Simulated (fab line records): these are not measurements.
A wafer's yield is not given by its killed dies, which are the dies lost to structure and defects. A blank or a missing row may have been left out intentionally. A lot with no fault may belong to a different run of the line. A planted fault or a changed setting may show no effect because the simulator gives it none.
A struck lot beside a sound one + flow nandHarc + 23 out of 1302 route steps
Sound: the wafers L791.3, L791.4, L791.6. Struck: wafer L806.6 (L806.4, L806.5, from the same lot, were not struck and are left out); the cause is given at the end.
Each step with rows lists, per side, the tool, then ch with its chambers, then its first start. Under that, the readings that differ: sound wafers + struck wafers + difference of the means + sigmas: that difference in standard deviations of wafers without a fault.
alike: readings with means less than 2 such deviations apart, plus words and numbers identical on both sides. not compared: withheld readings, readings lacking a value on some wafer, bounds such as >300 that could conceal the same value, and numbers that have no deviation in the record and whose values overlap.
The two part at a step that has a row with sigmas, a row that says differs or no value, or rows on one side only. Non-overlapping numbers with no deviation appear without sigmas and do not part them. A reading that every wafer of one side lacks parts them only if that side has two wafers or more.

first, 4 steps without rows for these wafers: NHARC_A_M0_EBR_05; NHARC_A_M0_EXPOSE_06 (exposes mask A M0, target cd 80 nm); NHARC_A_M0_PEB_07 (peb time 65 s); NHARC_A_M0_DEVELOP_08 (develop time 35 s).
NHARC_A_M0_CD_MEAS_09: target cd 80 nm.
  sound on cdSem-02 ch 0, day 23 04:52; struck on cdSem-02 ch 0, day 30 05:01
| reading   | sound          | struck | difference | sigmas |
|-----------|----------------|--------|------------|--------|
| cdNm (nm) | 80.5 80.6 80.0 | 79.0   | -1.4       | -2     |
NHARC_A_M0_OVL_MEAS_10: pitch 160 nm.
  sound: overlay-01 at day 23 04:57; struck: overlay-02 at day 30 05:06
  alike: overlayXNm, overlayYNm
NHARC_A_M0_INSPECT_11:
  sound: defectInspect-02 at day 23 04:59; struck: defectInspect-02 at day 30 05:08
  alike: rawDefectCount
then, 2 steps without rows for these wafers: NHARC_A_M0_DESCUM_14 (chemistry O2, time 3 s); NHARC_A_M0_ETCH_34 (etches the open film in N2/H2, target depth 40 nm, overetch 12 nm, time 43.94 s).
NHARC_A_M0_ETCH_15: etches the open film in C4F8/Ar, target depth 150 nm, overetch 15 nm, time 82.5 s.
  sound: rieDiel-09 ch 0,1; struck: rieDiel-03 ch 1
  alike: oesProductAu, rfFwdPowerW, rfVppV
  not compared: rfHoursCounterH
NHARC_A_M0_CD_MEAS_16:
  sound: cdSem-01 at day 23 05:21; struck: cdSem-03 at day 30 05:30
  alike: cdNm
NHARC_A_M0_STRIP_18: strips in N2/H2.
  sound on rieDiel-03 ch 0,1, day 23 05:27; struck on rieDiel-08 ch 2, day 30 05:36
| reading             | sound             | struck | difference | sigmas |
|---------------------|-------------------|--------|------------|--------|
| oesProductAu (a.u.) | 1.012 1.003 1.001 | 0.983  | -0.022     | -2     |
  alike: drypumpMotorCurrentA, rfFwdPowerW, rfVppV, showerheadPlenumPTorr, throttleValvePct
  not compared: rfHoursCounterH
NHARC_A_M0_STRIP_19: strips in post etch residue remover, time 600 s.
  sound on wetBench-03 ch 4,5,7, day 23 05:43; struck on wetBench-09 ch 0,3,4, day 30 05:51
NHARC_A_M0_DEGAS_28: time 60 s.
  sound: pvdSputter-01 at day 23 05:58; struck: pvdSputter-01 at day 30 06:07
  alike: heaterPowerW
then, 2 steps without rows for these wafers: NHARC_A_M0_PRE_CLEAN_29 (time 30 s); NHARC_A_M0_PVD_20 (deposits TaN, target thk 5 nm, time 8.06 s).
NHARC_A_M0_PVD_21: deposits Cu, target thk 30 nm, time 20.49 s.
  sound on pvdSputter-01; struck on pvdSputter-01
  alike: throttleValvePct
then, 2 steps without rows for these wafers: NHARC_A_M0_ECD_22 (material Cu, target thk 400 nm); NHARC_A_M0_ANNEAL_30 (time 90 s).
NHARC_A_M0_CMP_23: polishes, t overpolish 20 s, target thk 113.75 nm.
  sound on cmp-02 ch 0,2,3, day 23 07:03; struck on cmp-04 ch 0, day 30 07:17
  alike: motorCurrentA, timeToEndpointS
NHARC_A_M0_THK_MEAS_24: measures by xrf.
  sound: filmMetro-01 at day 23 07:22; struck: filmMetro-01 at day 30 07:32
  alike: thkNm
next, for these wafers, 1 step has no rows: NHARC_A_M0_SRD_25.
-- jump in the record: it breaks off in module A_M0 and resumes in module END (first step shown: number 1302 of the route), and 2 days separate the struck wafers' starts before and after --
NHARC_END_SORT_01:
  sound on prober-02 ch 0, day 24 22:29; struck on prober-02 ch 0, day 32 09:01
| reading                | sound          | struck | difference | sigmas |
|------------------------|----------------|--------|------------|--------|
| defectLimitedYield (%) | 89.2 88.8 86.9 | 80.1   | -8.2       | -3     |
| killedAtArray          | 69 72 85       | 131    | +56        | +3     |
| killedDies             | 73 76 89       | 135    | +56        | +3     |
  alike: killedAtOther, killedAtPeriphery, killedOpen, killedShort

== WHERE THEY PART ==
First at NHARC_A_M0_CD_MEAS_09; last, within this record, at NHARC_END_SORT_01.

WHY: whatever the simulator had introduced
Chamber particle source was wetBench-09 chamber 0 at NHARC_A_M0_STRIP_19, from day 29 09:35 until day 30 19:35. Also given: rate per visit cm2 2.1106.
